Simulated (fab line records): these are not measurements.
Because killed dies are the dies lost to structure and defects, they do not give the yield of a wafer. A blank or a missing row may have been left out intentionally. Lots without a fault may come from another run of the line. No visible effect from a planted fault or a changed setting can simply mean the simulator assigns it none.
Lot-split experiment | flow n5-finfet | route with 1938 steps; 7 lots, 21 wafers read

## THE SPLIT
At N5_SD_EPI_N_PEB_07 (peb time 60 s), the setting peb-time-s was moved away from the recipe's 60 s on 6 of the 21 wafers read, by -11.7% to +13.9%. This setting was run at the recipe's value on the other wafers.

## FROM THE SPLIT TO THE READING: what the file shows between them, 1 step
- N5_SD_EPI_N_DEVELOP_08: develop time 30 s

## THE READING
At N5_SD_EPI_N_CD_MEAS_09: cd-nm in nanometres, against a target cd of 120 nm. Fault-free wafers of this fab line usually give 120.0 nm, standard deviation 0.61 nm.

wafer  | tool, chamber at the split | peb-time-s as run, s | against the recipe | cd-nm, nm | against lot-mates on the recipe
L076.1 | litho-track-03, 0          | 60                   | recipe             | 120.7     | -
L076.2 | litho-track-03, 0          | 60                   | recipe             | 120.1     | -
L076.6 | litho-track-03, 0          | 60                   | recipe             | 119.6     | -
L080.1 | litho-track-03, 0          | 60                   | recipe             | 120.1     | -
L080.2 | litho-track-03, 0          | 60                   | recipe             | 119.4     | -
L080.4 | litho-track-03, 0          | 55.46                | -7.6%              | 116.3     | -3.5
L082.1 | litho-track-01, 0          | 68.34                | +13.9%             | 123.2     | +4.6
L082.2 | litho-track-01, 0          | 68.34                | +13.9%             | 123.8     | +5.2
L082.6 | litho-track-01, 0          | 60                   | recipe             | 118.6     | -
L084.2 | litho-track-01, 0          | 67.49                | +12.5%             | 124.9     | +5.0
L084.3 | litho-track-01, 0          | 60                   | recipe             | 119.9     | -
L084.5 | litho-track-01, 0          | 67.49                | +12.5%             | 124.1     | +4.2
L089.2 | litho-track-03, 0          | 60                   | recipe             | 120.4     | -
L089.5 | litho-track-03, 0          | 60                   | recipe             | 119.9     | -
L089.6 | litho-track-03, 0          | 53                   | -11.7%             | 115.5     | -4.7
L093.2 | litho-track-01, 0          | 60                   | recipe             | 119.8     | -
L093.3 | litho-track-01, 0          | 60                   | recipe             | 120.7     | -
L093.4 | litho-track-01, 0          | 60                   | recipe             | 119.9     | -
L095.4 | litho-track-01, 0          | 60                   | recipe             | 119.6     | -
L095.5 | litho-track-01, 0          | 60                   | recipe             | 120.2     | -
L095.6 | litho-track-01, 0          | 60                   | recipe             | 119.6     | -

THE FIT
A straight line over all 21 wafers: cd-nm changes by +0.334 nm for each +1% of peb-time-s; r = +0.96; the points scatter about the line by 0.65 nm.
The same after taking each lot's own level away (the mean of its wafers on the recipe; 21 wafers): +0.375 nm for each +1%; r = +0.99; scatter 0.38 nm.
The reading moves by 5.2 nm for the largest change in peb-time-s, on that fit.
Across the lots, their own levels run from 118.60 to 120.15 nm, a range of 2.5 times the standard deviation given above.
In other words, the slope is changed by the lot-to-lot level; the two fits disagree.
Check: +5.29 nm against its lot-mates is what the line predicts for one of the wafers moved furthest among these (+13.9%) when that wafer is left out of the fit. Against them it came out at +4.6 nm.

## THE OTHER SPLITS THESE WAFERS WENT THROUGH
Other splits were also applied to these wafers ahead of the reading. Each is held against what the fit with the lots' levels taken away leaves over:
other split on the same wafers | wafers away from the commonest value | r with cd-nm (lot level and that fit taken away)
N5_DUMMY_GATE_PECVD_30 time-s  | 7                                    | -0.08

## THE WHOLE CHAIN: every reading that the file lists as answering this split, in the file's order
step                   | what it does                                           | reading                                                         | change (the file's fit)               | r (the file's)
N5_SD_EPI_N_CD_MEAS_09 | target cd 120 nm                                       | cd-nm                                                           | +0.378 nm for each +1% of the setting | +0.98
N5_SD_EPI_N_DESCUM_14  | chemistry O2, time 7.9 s                               | SD_EPI_N.cd-nm (the simulator's own value, which no gauge read) | +0.369 nm for each +1% of the setting | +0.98
N5_SD_EPI_N_ETCH_34    | etches SiARC in CF4, target depth 45.5 nm, time 75.8 s | SD_EPI_N.cd-nm (the simulator's own value, which no gauge read) | +0.355 nm for each +1% of the setting | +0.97
N5_SD_EPI_N_ETCH_35    | etches SOC in N2/H2, overetch 108 nm, time 486 s       | SD_EPI_N.cd-nm (the simulator's own value, which no gauge read) | +0.339 nm for each +1% of the setting | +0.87

## THE FILE'S OWN FIT
cd-nm changes by +0.378 nm for each +1% of peb-time-s, r = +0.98.
